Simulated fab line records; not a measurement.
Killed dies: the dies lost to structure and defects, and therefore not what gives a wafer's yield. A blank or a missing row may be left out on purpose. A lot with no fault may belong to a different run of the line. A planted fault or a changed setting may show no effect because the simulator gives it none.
fab line records	flow n5-finfet
record: lots: 11	wafers: 30	last-day: 17
route steps=1938 shown BEOL_M10@1473 BEOL_M11@1536 PASSIVATION@1936
lots that met no fault: taken from a fault-free run of the same line
start-h: start of the lot's first displayed wafer, in hours after the record's first day	wait-h: hours from the lot's prior step to this one	" identical to the entry in the row above	L1.1+2: a row that stands for several wafers	- either no value or no given start	* or withheld: withheld	< > ~ a bound
route shown NAME@n: names a module that has steps shown in the file, with the first one's number in the route	usual: mean/standard deviation taken from wafers without a fault	same: alike in all rows	chamber/n: place in a boat	sites: the reading at each site	_std_site: their standard deviation	_edge_site: outer sites' mean less inner sites'	radius-mm: for every site, how far away it sits from the centre of the wafer	mask NAME#n: copy n	behind: tool/chamber where the wafer was last shaped	hold: why the lot was held/for how many hours/how that ended	device: which transistor (n, p or np) failed to switch	end of line: at the end of the route, the tests of the same wafers	where a step has no rows: the recipe by itself	killed: the dies lost at the first sort to structure and to defects; this is not the yield of the wafer	map: shows each die of a wafer: x if killed, . if not, _ if none is there
set.NAME: setting as actually run; set.NAME@STEP: the setting as run at that earlier step	model.NAME: the simulator's own value behind a step, which no gauge read
route steps across a sampled set of lots; one table per step, one row per wafer
services: the hour from which a tool's chamber was out of use, counted from the record's first day as start-h (under 0 if before that day), plus the number of hours and why
== steps ==
step: N5_BEOL_M10_PECVD_70
recipe: material: SiO2	target-thk-a: 200	temp-c: 400	precursor: TEOS/O2	pressure-torr: 5.5	rf-w: 450	teos-flow-sccm: 53.8	gas: O2	flow-sccm: 3000	time-s: 22.7
usual: heater-power-outer-w: 411/75	heater-power-w: 694/130	showerhead-plenum-p-Torr: 8.77/0.057	throttle-valve-pct: 22.6/1.6
lot.wafer	tool	chamber	start-h	wait-h	heater-power-outer-w	heater-power-w	showerhead-plenum-p-Torr	throttle-valve-pct
L384.1	pecvd-01	0	229.49	0.0	354	623	8.70	21.8
L384.3	"	1	"	"	451	717	8.73	26.2
L384.6	"	2	"	"	440	694	8.90	22.4
L386.1	pecvd-03	2	245.93	0.0	313	526	8.82	20.9
L386.3	"	0	"	"	555	909	8.73	23.9
L386.6	"	1	"	"	297	482	8.76	22.0
L389.1	pecvd-04	1	250.64	0.0	380	691	8.74	21.8
L389.3	"	2	"	"	440	708	8.76	20.6
L389.4	"	2	"	"	435	686	8.78	20.5
L387.1	pecvd-04	2	251.69	0.0	356	597	8.75	20.9
L387.3	"	1	"	"	456	803	8.74	21.8
L387.6	"	0	"	"	452	808	8.77	23.9
L391.1	pecvd-01	0	268.79	0.0	417	738	8.66	21.8
L391.4	"	2	"	"	436	705	8.90	22.7
L391.5	"	0	"	"	419	739	8.73	22.1
L392.1	pecvd-03	2	271.56	0.0	281	470	8.84	21.2
L392.3	"	2	"	"	288	478	8.83	21.0
L392.5	"	0	"	"	505	838	8.74	23.9
L394.2	pecvd-04	2	278.87	0.0	368	607	8.76	20.5
L394.3	"	1	"	"	408	749	8.75	21.9
L394.5	"	0	"	"	420	789	8.77	23.4
L398.1	pecvd-03	1	317.89	0.0	331	550	8.76	22.0
L398.4	"	2	"	"	308	519	8.85	21.3
L398.5	"	0	"	"	578	954	8.73	23.8
L400.1	pecvd-03	1	327.49	0.0	351	575	8.75	22.0
L400.5	"	1	"	"	362	560	8.75	22.2
L403.4	pecvd-03	0	335.38	0.1	498	849	8.72	24.1
L403.6	"	2	"	"	286	472	8.81	21.0
L402.4	pecvd-03	2	345.75	0.1	304	513	8.82	20.9
L402.6	"	1	"	"	335	541	8.74	22.0
step: N5_BEOL_M10_DEGAS_44
recipe: ambient: vacuum	temp-c: 250	time-s: 60
usual: heater-power-w: 329/36
same: time-s: 60
lot.wafer	tool	chamber	start-h	wait-h	heater-power-w
L384.1	pvd-sputter-01	-	233.00	0.6	329
L384.3	"	-	"	"	298
L384.6	"	-	"	"	304
L386.1	pvd-sputter-03	-	251.03	0.6	351
L386.3	"	-	"	"	392
L386.6	"	-	"	"	283
L389.1	pvd-sputter-03	-	254.97	0.3	357
L389.3	"	-	"	"	372
L389.4	"	-	"	"	310
L387.1	pvd-sputter-01	-	255.66	0.7	327
L387.3	"	-	"	"	329
L387.6	"	-	"	"	316
L391.1	pvd-sputter-03	-	273.82	0.9	385
L391.4	"	-	"	"	340
L391.5	"	-	"	"	391
L392.1	pvd-sputter-01	-	277.05	1.8	300
L392.3	"	-	"	"	313
L392.5	"	-	"	"	366
L394.2	pvd-sputter-03	-	282.20	0.5	281
L394.3	"	-	"	"	346
L394.5	"	-	"	"	302
L398.1	pvd-sputter-03	-	324.33	0.3	353
L398.4	"	-	"	"	283
L398.5	"	-	"	"	276
L400.1	pvd-sputter-02	-	332.98	0.3	290
L400.5	"	-	"	"	283
L403.4	pvd-sputter-01	-	341.05	1.9	314
L403.6	"	-	"	"	322
L402.4	pvd-sputter-01	-	352.84	2.5	321
L402.6	"	-	"	"	320
step: N5_BEOL_M10_CMP_52
recipe: stop-on: SiCOH_lowk	t-overpolish-s: 7	down-force-psi: 1	platen-rpm: 50	clearing-platen-down-force-psi: 1.5	clearing-platen-rpm: 50	post-cmp-clean: cu-alkaline	target-thk-nm: 140	clearing-platen-pad-velocity-m-s: 0.99484	pad-velocity-m-s: 0.99484
usual: barrier-field-endpoint-s: 28.7/0.73	clearing-platen-rpm: 49.999/0.026	head-pressure-psi: 1.0000/0.002	motor-current-A: 5.9/0.64
lot.wafer	tool	chamber	start-h	wait-h	barrier-field-endpoint-s	clearing-platen-rpm	head-pressure-psi	motor-current-A
L384.3	cmp-03	0	234.35	0.2	28.9	50.008	1.0015	6.3
L384.1	"	2	"	"	28.9	49.942	0.9964	4.6
L384.6	"	0	"	"	28.6	50.021	0.9998	6.5
L386.3	cmp-01	0	252.51	0.2	29.2	50.013	1.0019	5.6
L386.1	"	1	"	"	29.7	50.003	0.9980	6.5
L386.6	"	3	"	"	29.3	50.020	0.9990	5.7
L389.1	cmp-01	3	257.11	0.3	28.2	50.059	1.0027	5.3
L389.3	"	1	"	"	28.0	50.029	0.9990	6.7
L389.4	"	2	"	"	27.6	50.014	1.0008	5.7
L387.3	cmp-03	0	257.14	0.2	28.7	49.990	1.0011	6.2
L387.1	"	2	"	"	30.7	50.006	0.9995	4.8
L387.6	"	0	"	"	29.0	50.009	0.9996	5.9
L391.1	cmp-02	0	275.78	0.5	27.6	50.026	1.0001	6.3
L391.4	"	1	"	"	29.1	50.033	0.9986	5.9
L391.5	"	1	"	"	29.3	50.022	1.0002	5.6
L392.1	cmp-02	3	278.44	0.5	30.3	49.964	1.0022	5.9
L392.3	"	0	"	"	29.0	50.000	1.0005	6.3
L392.5	"	3	"	"	30.2	49.957	1.0004	5.6
L394.3	cmp-02	1	283.44	0.2	29.5	49.984	1.0018	5.7
L394.2	"	2	"	"	29.4	50.039	0.9999	7.5
L394.5	"	1	"	"	29.1	50.000	0.9988	5.8
L398.4	cmp-01	2	325.72	0.1	28.5	50.006	1.0010	6.0
L398.1	"	3	"	"	28.3	49.996	1.0025	5.6
L398.5	"	3	"	"	29.0	49.944	1.0009	5.4
L400.1	cmp-01	2	334.43	0.3	27.5	50.048	1.0023	5.6
L400.5	"	2	"	"	36.3	50.023	0.9999	6.0
L403.4	cmp-03	2	342.45	0.2	29.6	50.017	0.9999	4.7
L403.6	"	0	"	"	38.4	50.002	0.9967	6.1
L402.4	cmp-01	3	354.40	0.2	28.5	49.968	0.9977	5.6
L402.6	"	1	"	"	38.7	49.990	1.0046	6.5
step: N5_BEOL_M11_ILD_DEP_00
recipe: material: SiCOH_lowk	target-thk-a: 3085.1	temp-c: 300	precursor: DEMS/porogen	pressure-torr: 5	rf-w: 500	time-s: 58
usual: heater-power-outer-w: 132/33	heater-power-w: 294/63	showerhead-plenum-p-Torr: 5.736/0.012	throttle-valve-pct: 13.7/0.69
same: time-s: 58
lot.wafer	tool	chamber	start-h	wait-h	heater-power-outer-w	heater-power-w	showerhead-plenum-p-Torr	throttle-valve-pct
L384.1	pecvd-02	1	234.84	0.0	152	334	5.722	12.8
L384.3	"	0	"	"	144	311	5.740	13.9
L384.6	"	2	"	"	124	281	5.739	13.1
L386.1	pecvd-02	0	252.96	0.0	115	276	5.748	14.3
L386.3	"	1	"	"	106	263	5.738	12.9
L386.6	"	0	"	"	127	281	5.742	14.3
L389.1	pecvd-03	0	257.61	0.0	167	365	5.733	14.6
L389.3	"	2	"	"	97	216	5.746	12.9
L389.4	"	1	"	"	86	197	5.736	13.7
L387.1	pecvd-02	0	257.67	0.0	144	306	5.732	14.1
L387.3	"	1	"	"	147	331	5.733	12.9
L387.6	"	2	"	"	108	264	5.750	13.3
L391.1	pecvd-04	1	276.30	0.0	122	307	5.738	13.8
L391.4	"	1	"	"	136	320	5.719	13.7
L391.5	"	2	"	"	150	292	5.734	12.8
L392.1	pecvd-02	1	278.93	0.0	110	278	5.726	13.2
L392.3	"	0	"	"	161	318	5.734	14.1
L392.5	"	1	"	"	127	297	5.739	12.7
L394.2	pecvd-04	1	283.93	0.0	127	311	5.739	13.7
L394.3	"	2	"	"	152	288	5.742	13.1
L394.5	"	0	"	"	139	329	5.745	14.5
L398.1	pecvd-03	2	326.22	0.0	104	223	5.748	12.9
L398.4	"	2	"	"	108	223	5.738	13.2
L398.5	"	0	"	"	218	431	5.737	14.8
L400.1	pecvd-04	1	334.92	0.0	132	319	5.719	13.9
L400.5	"	1	"	"	144	329	5.732	13.7
L403.4	pecvd-02	1	342.93	0.1	157	339	5.737	12.9
L403.6	"	2	"	"	98	248	5.756	13.8
L402.4	pecvd-02	1	354.85	0.1	105	264	5.728	13.1
L402.6	"	0	"	"	121	286	5.731	14.1
step: N5_BEOL_M11_CURE_71
recipe: temp-c: 385	time-s: 240	ambient: He/Ar	material: SiCOH_lowk
usual: lamp-power-pct: 52.32/0.053	wafer_temp_C_max: 387.0/0.61
same: time-s: 240
lot.wafer	tool	chamber	start-h	wait-h	lamp-power-pct	wafer_temp_C_max
L384.1	uv-cure-02	2	234.92	0.0	52.27	387.4
L384.3	"	2	"	"	52.31	387.8
L384.6	"	2	"	"	52.27	387.1
L386.1	uv-cure-02	1	253.24	0.2	52.30	387.0
L386.3	"	1	"	"	52.40	387.8
L386.6	"	1	"	"	52.39	387.1
L389.1	uv-cure-03	2	257.87	0.2	52.32	387.6
L389.3	"	2	"	"	52.41	388.2
L389.4	"	2	"	"	52.29	387.4
L387.1	uv-cure-02	2	257.91	0.2	52.30	387.2
L387.3	"	2	"	"	52.33	387.3
L387.6	"	2	"	"	52.34	387.1
L391.1	uv-cure-02	0	276.38	0.0	52.36	387.3
L391.4	"	0	"	"	52.37	386.7
L391.5	"	0	"	"	52.22	387.7
L392.1	uv-cure-03	2	279.04	0.1	52.40	387.6
L392.3	"	2	"	"	52.32	386.9
L392.5	"	2	"	"	52.25	387.1
L394.2	uv-cure-01	0	284.09	0.1	52.28	386.3
L394.3	"	0	"	"	52.40	386.7
L394.5	"	0	"	"	52.28	386.2
L398.1	uv-cure-01	1	326.29	0.0	52.41	386.2
L398.4	"	1	"	"	52.30	386.1
L398.5	"	1	"	"	52.30	386.7
L400.1	uv-cure-02	2	335.00	0.0	52.17	387.4
L400.5	"	2	"	"	52.29	387.0
L403.4	uv-cure-01	2	343.45	0.5	52.25	387.4
L403.6	"	2	"	"	52.40	387.8
L402.4	uv-cure-01	1	355.14	0.3	52.38	387.1
L402.6	"	1	"	"	52.37	385.8
step: N5_PASSIVATION_PROBE_49
usual: defect-limited-yield: 91.4/1.5	killed_at_M0_to_M3: 34/10	killed_at_M4_up: 15/6	killed-at-contacts: 12/6	killed-at-front-end: 37/11	killed-at-other: 3.3/2.8	killed-dies: 101/18	killed-open: 66/14	killed-short: 33/7.8	sort_bin_5_function: 5.0/0.97	sort_bin_6_memory: 3.2/0.72	sort_bin_8_speed: 0.00/0.01	sort-n-pass: 1079/18	sort-yield-pct: 91.4/1.5
same: gross-dies: 1180	killed-at-back-side: 0	sort_bin_4_leakage[%]: 0
lot.wafer	tool	chamber	start-h	wait-h	defect-limited-yield[%]	killed_at_M0_to_M3	killed_at_M4_up	killed-at-contacts	killed-at-front-end	killed-at-other	killed-dies	killed-open	killed-short	sort_bin_5_function[%]	sort_bin_6_memory[%]	sort_bin_8_speed[%]	sort-n-pass	sort-yield-pct[%]
L394.2	prober-01	-	333.92	0.1	92.4	45	11	13	17	4	90	61	28	4.8	2.6	0	1090	92.4
L394.3	prober-01	-	333.97	0.1	93.9	37	7	9	18	1	72	49	23	3.3	2.5	0	1108	93.9
L394.5	prober-01	-	334.07	0.2	92.4	39	8	15	28	0	90	60	22	3.7	3.1	0	1090	92.4
L400.1	prober-01	-	385.66	0.0	93.6	22	11	6	33	4	76	52	20	3.6	2.3	0	1104	93.6
L400.5	prober-01	-	385.86	0.2	92.0	24	13	8	47	2	94	67	24	4.6	2.8	0	1086	92.0
L403.4	prober-02	-	386.01	0.2	90.0	36	13	25	37	7	118	70	48	5.8	3.5	0	1062	90.0
L403.6	prober-02	-	386.11	0.3	90.1	30	14	13	57	3	117	80	37	5.5	4.1	0	1063	90.1
killed by level:class
L394.2 MOL_CONTACT_COAG:geometric-particle:open=13 BEOL_M1:geometric-particle:open=13 BEOL_M0_SAQP:geometric-particle:short=9 BEOL_M0_SAQP:geometric-particle:open=7 BEOL_M3:geometric-particle:open=7 BEOL_M3:geometric-particle:short=5 FIN_SAQP:geometric-particle:open=4 GATE_CUT:geometric-particle:short=3
L394.3 MOL_CONTACT_COAG:geometric-particle:open=7 BEOL_M3:geometric-particle:short=7 BEOL_M2:geometric-particle:open=6 BEOL_M3:geometric-particle:open=6 STI_FIN_REVEAL:geometric-particle:open=5 BEOL_M0_SAQP:geometric-particle:open=5 BEOL_M0_SAQP:geometric-particle:short=5 BEOL_M1:geometric-particle:open=5
L394.5 BEOL_M3:geometric-particle:open=21 MOL_CONTACT_COAG:geometric-particle:open=11 FIN_SAQP:geometric-particle:open=8 BEOL_M1:geometric-particle:short=7 HKMG_FIN:area-etch=6 FIN_SAQP:geometric-particle:short=4 DUMMY_GATE:geometric-particle:open=4 MOL_CONTACT_COAG:geometric-particle:short=4
L400.1 FIN_SAQP:geometric-particle:open=6 BEOL_M0_SAQP:geometric-particle:open=6 BEOL_M0_SAQP:geometric-particle:short=6 STI_FIN_REVEAL:geometric-particle:open=5 DUMMY_GATE:geometric-particle:open=5 MOL_CONTACT_COAG:geometric-particle:open=4 BEOL_M2:geometric-particle:open=4 HKMG_FIN:area-etch=4
L400.5 STI_FIN_REVEAL:geometric-particle:open=20 BEOL_M0_SAQP:geometric-particle:short=9 FIN_SAQP:geometric-particle:open=7 MOL_CONTACT_COAG:geometric-particle:open=7 BEOL_M0_SAQP:geometric-particle:open=5 BEOL_M3:geometric-particle:open=5 FIN_SAQP:geometric-particle:short=3 STI_FIN_REVEAL:geometric-particle:short=3
L403.4 MOL_CONTACT_COAG:geometric-particle:open=21 BEOL_M0_SAQP:geometric-particle:short=13 BEOL_M4:geometric-particle:open=10 GATE_CUT:geometric-particle:short=9 BEOL_M0_SAQP:geometric-particle:open=7 FIN_SAQP:geometric-particle:open=5 STI_FIN_REVEAL:geometric-particle:open=5 FIN_SAQP:geometric-particle:short=4
L403.6 FIN_SAQP:geometric-particle:open=18 MOL_CONTACT_COAG:geometric-particle:open=10 BEOL_M0_SAQP:geometric-particle:open=9 GATE_CUT:geometric-particle:short=9 BEOL_M3:geometric-particle:open=9 FIN_SAQP:geometric-particle:short=6 STI_FIN_REVEAL:geometric-particle:open=6 BEOL_M0_SAQP:geometric-particle:short=5
== services ==
tool	chamber	start-h	hours	kind
uv-cure-02	-	206.66	14.6	pm
uv-cure-01	-	206.68	10.0	repair
pecvd-03	2	209.24	13.2	repair
pecvd-04	0	214.44	25.6	repair
uv-cure-03	-	215.20	9.7	repair
cmp-02	-	223.26	4.3	pm
pecvd-02	2	223.44	4.2	repair
uv-cure-03	-	224.93	2.1	pm
cmp-02	-	227.88	1.6	repair
cmp-01	-	234.04	3.7	pm
uv-cure-02	-	236.79	7.5	pm
pecvd-04	2	242.61	6.9	repair
uv-cure-01	-	250.82	9.8	repair
pecvd-03	1	260.12	40.9	repair
cmp-03	-	274.80	4.0	pm
pecvd-03	-	276.82	6.0	pm
cmp-01	-	288.82	1.2	repair
pecvd-04	2	289.93	9.3	repair
pecvd-02	-	292.26	5.5	pm
pecvd-03	-	298.20	0.8	repair
cmp-03	-	298.26	0.7	repair
cmp-01	-	310.90	4.0	pm
pvd-sputter-03	-	332.92	11.1	repair
cmp-03	-	343.51	2.6	repair
== key ==
first-sign: step: N5_BEOL_M10_CMP_52	reading: barrier-field-endpoint-s	direction: up	sigmas: 12	usual: 28.7	struck: 37.8
effect none on later readings
met-at N5_BEOL_M10_PECVD_70
struck-lots L400,L402,L403
struck-wafers L400.5,L402.6,L403.6
not-acting-at N5_BEOL_M10_DEGAS_44,N5_BEOL_M11_ILD_DEP_00,N5_BEOL_M11_CURE_71
onset-between 317.89 327.49
fault: kind: process-parameter-drift	tool: pecvd-03	chamber: -	onset-h: 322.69	steps: N5_BEOL_M10_PECVD_70	channel: time-s	offset: *	shape: step	end-h: 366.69	scope: struck-wafers-only	acts-in: *	stated: *
